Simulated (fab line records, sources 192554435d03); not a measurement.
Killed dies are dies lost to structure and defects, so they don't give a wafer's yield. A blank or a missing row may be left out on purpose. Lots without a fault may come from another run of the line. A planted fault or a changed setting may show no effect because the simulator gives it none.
A struck lot beside a sound one | flow n5_finfet | 27 steps out of a route of 1938
Sound: wafers L778.1, L778.3, L778.4. Struck: wafers L779.1, L779.3, L779.4. The cause comes at the end.
At each step with rows: each side's tool, then ch and its chambers, then its first start. Under that, the readings that differ: sound wafers | struck wafers | difference of the means | sigmas: that difference in standard deviations of wafers without a fault.
alike: readings whose means differ by less than 2 such deviations, and words and numbers that are the same on both sides. not compared: withheld readings, readings that some wafer has no value for, bounds like >300 that may hide the same value, and numbers for which the record gives no deviation and whose values overlap.
The two part at a step that has a row with sigmas, a row that says differs or no value, or rows on one side only. Numbers that don't overlap but have no deviation are shown without sigmas and don't part them. A reading that every wafer of one side lacks parts them only if that side has two wafers or more.

N5_BEOL_M8_CMP_52: polishes, stops on SiCOH lowk, t overpolish 6.9 s, target thk 80 nm.
  sound on cmp-03 ch 0,1,3, day 9 03:47; struck on cmp-04 ch 0,1,2, day 10 00:19
  alike: barrier_field_endpoint_s, motor_current_A, overpolish_run_s, time_to_endpoint_s
N5_BEOL_M8_THK_MEAS_53: measures by xrf.
  sound on film_metro-01, day 9 04:05; struck on film_metro-02, day 10 00:36
  alike: M8_THK
then, 1 step without rows for these wafers: N5_BEOL_M8_PRE_CLEAN_55 (time 15 s).
N5_BEOL_M8_DEP_56: deposits SiCN from 3MS/NH3, target thk 10 nm, time 17.5 s.
  sound on pecvd-01 ch 0,1,2, day 9 04:08; struck on pecvd-01 ch 0,2, day 10 00:40
  alike: showerhead_plenum_p_Torr, throttle_valve_pct
N5_BEOL_M8_RS_MEAS_57: measures by four-point-probe.
  sound on film_metro-01, day 9 04:13; struck on film_metro-02, day 10 00:44
  alike: M8_RS
N5_BEOL_M8_INSPECT_58: inspects for defects (darkfield).
  sound on defect_inspect-01, day 9 04:14; struck on defect_inspect-01, day 10 00:46
  alike: raw_defect_count
then, 1 step without rows for these wafers: N5_BEOL_M9_ILD_DEP_00 (deposits SiCOH lowk from DEMS/porogen, target thk 308.51 nm, time 58 s).
N5_BEOL_M9_CURE_71: cures SiCOH lowk, time 240 s.
  sound on uv_cure-02 ch 0, day 9 04:22; struck on uv_cure-02 ch 2, day 10 00:53
  alike: lamp_power_pct, wafer_temp_C_max
N5_BEOL_M9_THK_MEAS_01:
  sound on film_metro-02, day 9 04:52; struck on film_metro-02, day 10 01:23
  alike: M9_ILD_THK
N5_BEOL_M9_PECVD_70: deposits SiO2 from TEOS/O2, target thk 20 nm, time 22.7 s.
  sound on pecvd-04 ch 0,1,2, day 9 04:55; struck on pecvd-01 ch 1,2, day 10 01:26
  alike: heater_power_w, showerhead_plenum_p_Torr, throttle_valve_pct
N5_BEOL_M9_HM_DEP_02: deposits TiN, target thk 20 nm.
  sound on pvd_sputter-02, day 9 07:20; struck on pvd_sputter-01, day 10 02:03
  alike: throttle_valve_pct
then, 1 step without rows for these wafers: N5_BEOL_M9_COAT_59 (time 60 s, resist thk 100 nm).
N5_BEOL_M9_COAT_60: time 60 s, resist thk 30 nm.
  sound on litho_track-01 ch 0, day 9 07:28; struck on litho_track-01 ch 0, day 10 02:11
  reading                                    | sound                | struck               | difference | sigmas
  spin_speed_rpm (rpm)                       | 1499.5 1501.3 1500.1 | 1666.9 1668.8 1665.5 | +166.8     | +99 or more
  model.SiARC_of_BEOL_M9_COAT_60.thk_nm (nm) | 30 30 30             | 28.6 28.6 28.6       | -1.4       |
  alike: chill_plate_temp_C
then, 6 steps without rows for these wafers: N5_BEOL_M9_COAT_05 (resist thk 90 nm); N5_BEOL_M9_EBR_07; N5_BEOL_M9_SOFTBAKE_06 (time 60 s); N5_BEOL_M9_EXPOSE_08 (exposes mask M9); N5_BEOL_M9_PEB_09 (peb time 60 s); N5_BEOL_M9_DEVELOP_10 (develop time 30 s).
N5_BEOL_M9_CD_MEAS_11: target cd 64.1 nm.
  sound on cd_sem-01 ch 0, day 9 07:50; struck on cd_sem-02 ch 0, day 10 02:25
  alike: cd_nm
N5_BEOL_M9_OVL_MEAS_12:
  sound on overlay-01 ch 0, day 9 07:52; struck on overlay-01 ch 0, day 10 02:27
  alike: M9_OVL
N5_BEOL_M9_INSPECT_13: inspects for defects (brightfield).
  sound on defect_inspect-01, day 9 07:53; struck on defect_inspect-02, day 10 02:29
  alike: raw_defect_count
then, 1 step without rows for these wafers: N5_BEOL_M9_DESCUM_16 (chemistry O2, time 7.9 s).
N5_BEOL_M9_ETCH_61: etches SiARC in CF4, target depth 39 nm, time 65 s.
  sound on rie_diel-05 ch 0,1,3, day 9 07:58; struck on rie_diel-01 ch 1,2, day 10 02:33
  reading                                      | sound             | struck            | difference | sigmas
  throttle_valve_pct (%)                       | 15.41 15.39 15.57 | 15.57 16.15 16.16 | +0.50      | +3
  model.etch.depth_nm (nm)                     | 30 30 30.03       | 28.59 28.52 28.61 | -1.44      |
  model.CAR-ArF_of_BEOL_M9_COAT_05.thk_nm (nm) | 56 55.8 55.6      | 57 57 56.8        | +1         |
  alike: drypump_motor_current_A, etch_rf_on_time_s, oes_product_au, rf_vpp_V, showerhead_plenum_p_Torr
  not compared: rf_hours_counter_h
N5_BEOL_M9_ETCH_62: etches SOC in N2/H2, target depth 110 nm, overetch 22 nm, time 165 s.
  sound on rie_diel-05 ch 0,1,3, day 9 08:01; struck on rie_diel-01 ch 1,2, day 10 02:36
  reading                                    | sound             | struck            | difference | sigmas
  throttle_valve_pct (%)                     | 17.41 17.61 17.76 | 17.74 18.42 18.42 | +0.60      | +3
  model.SiARC_of_BEOL_M9_COAT_60.thk_nm (nm) | 23.4 23.8 23.4    | 21.8 22.2 22.2    | -1.5       |
  alike: drypump_motor_current_A, oes_product_au, rf_vpp_V, showerhead_plenum_p_Torr
  not compared: rf_hours_counter_h
then, 2 steps without rows for these wafers: N5_BEOL_M9_STRIP_68 (strips in N2/H2); N5_PASSIVATION_PROBE_49.

WHERE THEY PART
First at N5_BEOL_M9_COAT_60; last, within this record, at N5_BEOL_M9_ETCH_62.

WHY: what the simulator had put in
Process parameter drift: litho_track-01, from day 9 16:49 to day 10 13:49, at N5_BEOL_M9_COAT_60. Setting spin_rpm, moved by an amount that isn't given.
